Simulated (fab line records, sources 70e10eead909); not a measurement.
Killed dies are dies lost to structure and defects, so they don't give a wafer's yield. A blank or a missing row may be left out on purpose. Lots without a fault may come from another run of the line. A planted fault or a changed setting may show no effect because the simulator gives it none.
fab line records | flow nand_harc
record lots=5 wafers=15 last_day=24
route steps=1159 shown P_STI@107 P_GATE@110 END@1159
lots that met no fault: from a run of the same line without faults
start_h: hours from the record's first day to the start of the lot's first wafer shown | wait_h: hours since the lot's step before | " the same as in the row above | L1.1+2: a row that stands for several wafers | - no value, or no start given | * or withheld: withheld | < > ~ a bound
route shown NAME@n: a module of which the file shows steps, and the number in the route of the first | usual: mean/standard deviation of fault-free wafers | same: alike in all rows | chamber/n: place in a boat | sites: the reading at each site | _std_site: their standard deviation | _edge_site: outer sites' mean less inner sites' | radius_mm: how far each site lies from the wafer's centre | mask NAME#n: copy n | behind: the tool/chamber that last shaped the wafer | hold: why the lot was held/for how many hours/how that ended | device: the transistor (n, p or np) that didn't switch | end of line: the same wafers' tests at the end of the route | a step without rows: its recipe alone | killed: dies lost to structure and defects at the first sort, not the wafer's yield | map: a wafer's dies, x killed, . not, _ none there
set.NAME: the setting as run; set.NAME@STEP: as run at that earlier step | model.NAME: the simulator's own value behind a step, which no gauge read
lots at some steps of the route; a table a step, a row a wafer
services: from which hour (start_h, from the record's first day; less than 0 if before it) a tool's chamber was out of use, for how many hours, and why
## steps
# step NHARC_P_STI_SRD_39
# step NHARC_P_STI_OXIDE_40
# recipe target_thk_a=100 temp_c=900 ox_time_s=1362 material=SiO2
# step NHARC_P_STI_INSPECT_25
# usual raw_defect_count=209/76
# columns lot.wafer tool chamber start_h wait_h raw_defect_count
L718.1 defect_inspect-02 - 92.13 0.4 351
L718.3 " - " " 376
L718.5 " - " " 292
L730.1 defect_inspect-02 - 143.09 0.4 179
L730.2 " - " " 234
L730.3 " - " " 398
L731.1 defect_inspect-01 - 151.42 0.4 207
L731.2 " - " " 146
L731.5 " - " " 369
L736.1 defect_inspect-02 - 176.59 0.4 232
L736.3 " - " " 127
L736.5 " - " " 158
L737.3 defect_inspect-02 - 183.28 0.4 246
L737.4 " - " " 234
L737.6 " - " " 262
# step NHARC_P_GATE_ETCH_69
# recipe target_depth_a=140 chemistry=dHF material=SiO2
# step NHARC_P_GATE_PRECLEAN_70
# recipe time_s=* temp_c=50 bath_age_min=0 chemistry=SC1
# step NHARC_P_GATE_SRD_01
# step NHARC_P_GATE_OXIDE_02
# recipe target_thk_a=375 temp_c=950 p_h2o_torr=720 ox_time_s=365 material=SiO2
# step NHARC_P_GATE_DEHYDRATE_03
# recipe temp_c=150 time_s=120
# step NHARC_P_GATE_HMDS_04
# recipe time_s=30
# step NHARC_P_GATE_COAT_05
# recipe spin_rpm=4690
# step NHARC_P_GATE_SOFTBAKE_06
# recipe temp_c=122 time_s=95
# step NHARC_P_GATE_EBR_07
# step NHARC_P_GATE_EXPOSE_08
# recipe na=0.6 dose_mj=16.75 mask_id=P_HV
# columns lot.wafer tool chamber start_h wait_h mask
L718.1+3+5 krf_scanner-04 0 100.23 - P_PSD#0
L730.1+2+3 krf_scanner-01 0 151.11 - P_HV#0
L731.1+2+5 krf_scanner-03 0 159.34 - P_HV#0
L736.1+3+5 krf_scanner-04 0 184.49 - P_HV#0
L737.3+4+6 krf_scanner-01 0 191.41 - P_HV#0
# step NHARC_P_GATE_PEB_09
# recipe peb_temp_c=118 peb_time_s=85
# step NHARC_P_GATE_DEVELOP_10
# recipe time_s=70
# step NHARC_P_GATE_CD_MEAS_11
# recipe target_cd_nm=1640 landing_energy_ev=500
# usual cd_nm=1640.4/1.7
# columns lot.wafer tool chamber start_h wait_h cd_nm
L718.1 cd_sem-03 0 100.38 - -
L718.3 " 0 " " -
L718.5 " 0 " " -
L730.1 cd_sem-03 0 151.27 - 1643.2
L730.2 " 0 " " 1640.8
L730.3 " 0 " " 1642.5
L731.1 cd_sem-02 0 159.50 - 1639.5
L731.2 " 0 " " 1641.0
L731.5 " 0 " " 1639.0
L736.1 cd_sem-01 0 184.65 - 1639.6
L736.3 " 0 " " 1640.9
L736.5 " 0 " " 1640.1
L737.3 cd_sem-01 0 191.56 - 1641.8
L737.4 " 0 " " 1640.6
L737.6 " 0 " " 1641.3
# step NHARC_P_GATE_HARDBAKE_12
# recipe temp_c=125 time_s=80
# step NHARC_END_SORT_01
# recipe temp_c=25
# usual killed_at_array=29/9.4 killed_at_other=0.7/1.3 killed_at_periphery=2.9/2.1 killed_dies=32/9 killed_open=3.3/1.8 killed_short=1.9/1.4
# same gross_dies=677
# columns lot.wafer tool chamber start_h wait_h killed_at_array killed_at_other killed_at_periphery killed_dies killed_open killed_short
L718.1 prober-01 0 479.39 2.5 20 0 657 677 2 1
L718.3 prober-01 0 481.00 3.1 27 0 650 677 3 3
L718.5 prober-01 0 482.61 3.7 29 0 648 677 5 5
# killed by level:class
L718.1 P_GATE:area_expose=653 A_SLIT:chamber_film_flake=11 P_GATE:chamber_film_flake=3 A_STAIRCASE:chamber_film_flake=2 A_ONON_D1:geometric_particle:short=1 A_CHANNEL_FILL_D1:geometric_particle:open=1 A_CONTACT:geometric_particle:open=1 P_ZERO_WELL:chamber_film_flake=1
L718.3 P_GATE:area_expose=647 A_SLIT:chamber_film_flake=13 A_CHANNEL_HOLE_D1:chamber_film_flake=3 P_GATE:chamber_film_flake=2 A_CHANNEL_FILL_D1:chamber_film_flake=2 A_STAIRCASE:chamber_film_flake=2 A_CONTACT:chamber_film_flake=2 P_CONTACT:geometric_particle:short=1
L718.5 P_GATE:area_expose=641 A_SLIT:chamber_film_flake=11 A_CHANNEL_HOLE_D1:chamber_film_flake=4 A_CONTACT:chamber_film_flake=4 A_CHANNEL_FILL_D1:chamber_film_flake=3 A_M0:chamber_film_flake=3 P_M0:geometric_particle:short=2 A_CONTACT:geometric_particle:open=2
# map L718.1 (x killed, . not)
____________x____________
_________xxxxxxx_________
_______xxxxxxxxxxx_______
______xxxxxxxxxxxxx______
_____xxxxxxxxxxxxxxx_____
____xxxxxxxxxxxxxxxxx____
____xxxxxxxxxxxxxxxxx____
___xxxxxxxxxxxxxxxxxxx___
___xxxxxxxxxxxxxxxxxxx___
__xxxxxxxxxxxxxxxxxxxxx__
__xxxxxxxxxxxxxxxxxxxxx__
_xxxxxxxxxxxxxxxxxxxxxxx_
_xxxxxxxxxxxxxxxxxxxxxxx_
_xxxxxxxxxxxxxxxxxxxxxxx_
_xxxxxxxxxxxxxxxxxxxxxxx_
_xxxxxxxxxxxxxxxxxxxxxxx_
xxxxxxxxxxxxxxxxxxxxxxxxx
xxxxxxxxxxxxxxxxxxxxxxxxx
xxxxxxxxxxxxxxxxxxxxxxxxx
xxxxxxxxxxxxxxxxxxxxxxxxx
xxxxxxxxxxxxxxxxxxxxxxxxx
_xxxxxxxxxxxxxxxxxxxxxxx_
_xxxxxxxxxxxxxxxxxxxxxxx_
_xxxxxxxxxxxxxxxxxxxxxxx_
_xxxxxxxxxxxxxxxxxxxxxxx_
_xxxxxxxxxxxxxxxxxxxxxxx_
__xxxxxxxxxxxxxxxxxxxxx__
__xxxxxxxxxxxxxxxxxxxxx__
___xxxxxxxxxxxxxxxxxxx___
___xxxxxxxxxxxxxxxxxxx___
____xxxxxxxxxxxxxxxxx____
____xxxxxxxxxxxxxxxxx____
_____xxxxxxxxxxxxxxx_____
______xxxxxxxxxxxxx______
_______xxxxxxxxxxx_______
_________xxxxxxx_________
____________x____________
# map L736.3 (x killed, . not)
____________.____________
_________......._________
_______..........._______
______.............______
_____..............._____
____.................____
____x................____
___...................___
___...................___
__.....................__
__.....................__
_......................._
_......x................_
_.....x................._
_....x......x..........._
_..x...................._
....xx.x.................
..xxxxx..x...............
.....x.x.................
..x.x.x..................
....xx..x.............x..
_.....x................._
_...xxx................._
_......................._
_......................._
_......................._
__.....................__
__...................x.__
___.........x.........___
___...................___
____.................____
____.................____
_____..............._____
______.............______
_______..........._______
_________......._________
____________.____________
## services
# columns tool chamber start_h hours kind
krf_scanner-01 - 84.00 4.0 pm
krf_scanner-03 - 100.26 0.5 repair
krf_scanner-04 - 111.07 21.8 repair
krf_scanner-04 - 141.17 3.5 repair
krf_scanner-04 - 158.82 0.6 repair
krf_scanner-04 - 159.90 5.9 repair
krf_scanner-03 - 168.00 4.0 pm
krf_scanner-01 - 171.49 0.5 repair
krf_scanner-04 - 180.42 1.0 repair
## key
first_sign step=NHARC_P_GATE_EXPOSE_08 reading=mask direction=changed
effect step=NHARC_P_GATE_CD_MEAS_11 reading=cd_nm direction=missing
effect step=NHARC_END_SORT_01 reading=killed_at_periphery direction=up sigmas=99+ usual=2.9 struck=651.7
more_kills_born_at NHARC_P_GATE_EXPOSE_08@krf_scanner-04=1941
met_at NHARC_P_GATE_EXPOSE_08
struck_wafers L718.1,L718.3,L718.5
later_rows_left_out L718.1,L718.3,L718.5
tester_left_out L718
fault kind=wrong_mask tool=any chamber=- onset_h=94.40 steps=NHARC_P_GATE_EXPOSE_08 aux_copy=P_PSD#0 scope=struck_lots_only
# tester_left_out: of these lots the tester's yield and bins aren't shown, on N5 and GAA mostly nor the transistor test; their killed dies are dies lost to structure and defects alone, not to doping, threshold or leakage, so they don't give the yield
# later_rows_left_out: the simulator's readings of these wafers behind a module that went badly wrong aren't trusted and aren't shown, but for the sort
